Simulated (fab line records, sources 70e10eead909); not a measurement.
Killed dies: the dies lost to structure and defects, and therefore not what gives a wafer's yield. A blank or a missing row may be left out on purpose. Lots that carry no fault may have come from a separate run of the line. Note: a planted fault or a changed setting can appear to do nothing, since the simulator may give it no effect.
Matching of chambers	flow nand-harc	rie-diel-07 running NHARC_P_BONDPAD_ACTIVATE_29: 4 sister chambers
The step chemistry N2, time 60 s. 8 wafers are shown with their chamber, then 12 later ones without.

== EACH WAFER AND ITS CHAMBER ==
wafer	chamber	drypump-motor-current-A (A)	oes-product-au (a.u.)
L085.1	0	5.8	1.003
L087.3	0	5.8	1.002
L089.2	1	5.8	1.016
L093.3	2	6.1	1.000
L093.5	2	6.2	0.994
L094.3	3	6.3	0.993
L094.4	3	6.3	0.993
L094.5	1	5.8	1.012

== WAFERS WHOSE CHAMBER IS MISSING ==
wafer	drypump-motor-current-A (A)	oes-product-au (a.u.)
L095.3	5.8	1.011
L095.4	6.3	0.993
L095.6	5.8	1.009
L095.1	5.8	1.015
L095.2	6.3	0.996
L095.5	5.8	1.019
L096.1	5.8	1.015
L096.2	6.3	0.981
L096.3	5.8	1.013
L097.2	5.8	1.014
L097.3	5.8	1.005
L097.6	5.8	1.020

== THE CHAMBER EACH PASSED THROUGH ==
wafer	from the rows above	in truth
L095.3	1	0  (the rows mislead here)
L095.4	3	3
L095.6	can't be placed: 1 or 0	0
L095.1	1	1
L095.2	3	3
L095.5	1	1
L096.1	1	1
L096.2	3	3
L096.3	1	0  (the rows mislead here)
L097.2	1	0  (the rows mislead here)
L097.3	0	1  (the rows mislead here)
L097.6	1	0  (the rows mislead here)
Correct placement for 6 of the 12. From these rows, 1 cannot be placed; in 1 the true chamber is one of the candidates. Number placed wrongly: 5.
How it was worked out, from the rows above alone: a wafer's distance from a chamber is the root of the sum, over the readings, of the square of ((its reading less the chamber's mean) divided by the reading's scatter). If the next closest chamber is less than 2 further off than the closest, the wafer can't be placed; otherwise it belongs to the closest. A chamber's mean is the mean of its shown wafers. The scatter is the square root of a quotient: the sum, over the shown wafers, of each reading's squared deviation from its chamber's mean, divided by wafers minus chambers.
